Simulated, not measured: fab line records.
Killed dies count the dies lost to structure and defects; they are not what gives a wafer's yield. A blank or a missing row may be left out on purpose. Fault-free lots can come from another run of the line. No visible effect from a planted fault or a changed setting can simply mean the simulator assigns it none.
Split-lot study / flow n5 finfet / 21 wafers read across 7 lots, on a route 1938 steps long

== SPLIT DETAILS ==
At N5_FIN_SAQP_SPACER1_ALD_24 (deposits SiO2, target thk 20.3 nm, pulse time 1 s, purge time 2 s), the setting temp c was moved away from the recipe's 300 C on 6 of the 21 wafers read, by -2.9% to +1.3%. All remaining wafers had this setting at the recipe value.

The split's own step is where the reading is taken.

== THE READING ==
SiO2_of_FIN_SAQP_SPACER1_ALD_24.thk nm (the simulator's own value, which no gauge read), in nm, at N5_FIN_SAQP_SPACER1_ALD_24 (deposits SiO2, target thk 20.3 nm, pulse time 1 s, purge time 2 s). The file gives no usual value for it. Across the 15 wafers here that went through the recipe, the average is 20.3 nm and the standard deviation 0.1 nm.

wafer=L076.1; tool, chamber at the split=ald sin-04, 1,3; temp c as run, C=300; against the recipe=recipe; SiO2_of_FIN_SAQP_SPACER1_ALD_24.thk nm, nm=20.4; against lot-mates on the recipe=-
wafer=L076.4; tool, chamber at the split=ald sin-04, 1,3; temp c as run, C=300; against the recipe=recipe; SiO2_of_FIN_SAQP_SPACER1_ALD_24.thk nm, nm=20.4; against lot-mates on the recipe=-
wafer=L076.6; tool, chamber at the split=ald sin-04, 2; temp c as run, C=291.3; against the recipe=-2.9%; SiO2_of_FIN_SAQP_SPACER1_ALD_24.thk nm, nm=21; against lot-mates on the recipe=+0.6
wafer=L079.1; tool, chamber at the split=ald sin-02, 0,1; temp c as run, C=300; against the recipe=recipe; SiO2_of_FIN_SAQP_SPACER1_ALD_24.thk nm, nm=20.2; against lot-mates on the recipe=-
wafer=L079.3; tool, chamber at the split=ald sin-02, 0,1; temp c as run, C=300; against the recipe=recipe; SiO2_of_FIN_SAQP_SPACER1_ALD_24.thk nm, nm=20.2; against lot-mates on the recipe=-
wafer=L079.6; tool, chamber at the split=ald sin-02, 1; temp c as run, C=295.2; against the recipe=-1.6%; SiO2_of_FIN_SAQP_SPACER1_ALD_24.thk nm, nm=20.6; against lot-mates on the recipe=+0.4
wafer=L080.1; tool, chamber at the split=ald sin-02, 2,1,1; temp c as run, C=300; against the recipe=recipe; SiO2_of_FIN_SAQP_SPACER1_ALD_24.thk nm, nm=20.4; against lot-mates on the recipe=-
wafer=L080.3; tool, chamber at the split=ald sin-02, 2,1,1; temp c as run, C=300; against the recipe=recipe; SiO2_of_FIN_SAQP_SPACER1_ALD_24.thk nm, nm=20.4; against lot-mates on the recipe=-
wafer=L080.4; tool, chamber at the split=ald sin-02, 2,1,1; temp c as run, C=300; against the recipe=recipe; SiO2_of_FIN_SAQP_SPACER1_ALD_24.thk nm, nm=20.4; against lot-mates on the recipe=-
wafer=L082.2; tool, chamber at the split=ald sin-03, 0,3; temp c as run, C=300; against the recipe=recipe; SiO2_of_FIN_SAQP_SPACER1_ALD_24.thk nm, nm=20.2; against lot-mates on the recipe=-
wafer=L082.3; tool, chamber at the split=ald sin-03, 0,3; temp c as run, C=300; against the recipe=recipe; SiO2_of_FIN_SAQP_SPACER1_ALD_24.thk nm, nm=20.2; against lot-mates on the recipe=-
wafer=L082.5; tool, chamber at the split=ald sin-03, 0; temp c as run, C=295.1; against the recipe=-1.6%; SiO2_of_FIN_SAQP_SPACER1_ALD_24.thk nm, nm=20.6; against lot-mates on the recipe=+0.4
wafer=L086.2; tool, chamber at the split=ald sin-02, 2,3,0; temp c as run, C=300; against the recipe=recipe; SiO2_of_FIN_SAQP_SPACER1_ALD_24.thk nm, nm=20.2; against lot-mates on the recipe=-
wafer=L086.3; tool, chamber at the split=ald sin-02, 2,3,0; temp c as run, C=300; against the recipe=recipe; SiO2_of_FIN_SAQP_SPACER1_ALD_24.thk nm, nm=20.2; against lot-mates on the recipe=-
wafer=L086.5; tool, chamber at the split=ald sin-02, 2,3,0; temp c as run, C=300; against the recipe=recipe; SiO2_of_FIN_SAQP_SPACER1_ALD_24.thk nm, nm=20.2; against lot-mates on the recipe=-
wafer=L089.2; tool, chamber at the split=ald sin-02, 1; temp c as run, C=300; against the recipe=recipe; SiO2_of_FIN_SAQP_SPACER1_ALD_24.thk nm, nm=20.4; against lot-mates on the recipe=-
wafer=L089.4; tool, chamber at the split=ald sin-02, 2; temp c as run, C=300; against the recipe=recipe; SiO2_of_FIN_SAQP_SPACER1_ALD_24.thk nm, nm=20.2; against lot-mates on the recipe=-
wafer=L089.6; tool, chamber at the split=ald sin-02, 2; temp c as run, C=296; against the recipe=-1.3%; SiO2_of_FIN_SAQP_SPACER1_ALD_24.thk nm, nm=20.6; against lot-mates on the recipe=+0.3
wafer=L090.1; tool, chamber at the split=ald sin-02, 0; temp c as run, C=300; against the recipe=recipe; SiO2_of_FIN_SAQP_SPACER1_ALD_24.thk nm, nm=20.4; against lot-mates on the recipe=-
wafer=L090.5; tool, chamber at the split=ald sin-02, 1,2; temp c as run, C=303.9; against the recipe=+1.3%; SiO2_of_FIN_SAQP_SPACER1_ALD_24.thk nm, nm=20.2; against lot-mates on the recipe=-0.2
wafer=L090.6; tool, chamber at the split=ald sin-02, 1,2; temp c as run, C=303.9; against the recipe=+1.3%; SiO2_of_FIN_SAQP_SPACER1_ALD_24.thk nm, nm=20.2; against lot-mates on the recipe=-0.2
If several chambers appear in one row, that row covers several wafers at once and the file leaves open which wafer was in which chamber.

THE FIT
A straight line over all 21 wafers: SiO2_of_FIN_SAQP_SPACER1_ALD_24.thk nm changes by -0.19 nm for each +1% of temp c; r = -0.87; the points scatter about the line by 0.11 nm.
The same after taking each lot's own level away (the mean of its wafers on the recipe; 21 wafers): -0.207 nm for each +1%; r = -0.98; scatter 0.043 nm.
That fit puts the effect of the largest move of temp c on the reading at 0.6 nm.
The lots' own levels span 20.20 to 20.40 nm, that is 2.0 times the standard deviation above.
Consequently the slope shifts little with the lot-to-lot level, the two slopes agreeing.
Check: for one of the wafers moved furthest among these (-2.9%), held out of the fit, the line's prediction against its lot-mates is +0.624 nm. Against them it came out at +0.6 nm.

== THE OTHER SPLITS THESE WAFERS WENT THROUGH ==
Before the reading, these wafers also passed through other splits. Each is held against what the fit with the lots' levels taken away leaves over:
other split on the same wafers=N5_WELL_APT_PEB_23 peb time s; wafers away from the commonest value=8; r with SiO2_of_FIN_SAQP_SPACER1_ALD_24.thk nm (lot level and that fit taken away)=-0.12
other split on the same wafers=N5_WELL_APT_DEVELOP_24 develop time s; wafers away from the commonest value=7; r with SiO2_of_FIN_SAQP_SPACER1_ALD_24.thk nm (lot level and that fit taken away)=-0.08
other split on the same wafers=N5_FIN_SAQP_ALD_61 ald cycles; wafers away from the commonest value=8; r with SiO2_of_FIN_SAQP_SPACER1_ALD_24.thk nm (lot level and that fit taken away)=-0.03
other split on the same wafers=N5_FIN_SAQP_HM_DEP_03 time s; wafers away from the commonest value=8; r with SiO2_of_FIN_SAQP_SPACER1_ALD_24.thk nm (lot level and that fit taken away)=-0.08

== THE FILE'S OWN FIT ==
SiO2_of_FIN_SAQP_SPACER1_ALD_24.thk nm changes by -0.216 nm for each +1% of temp c, r = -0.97.
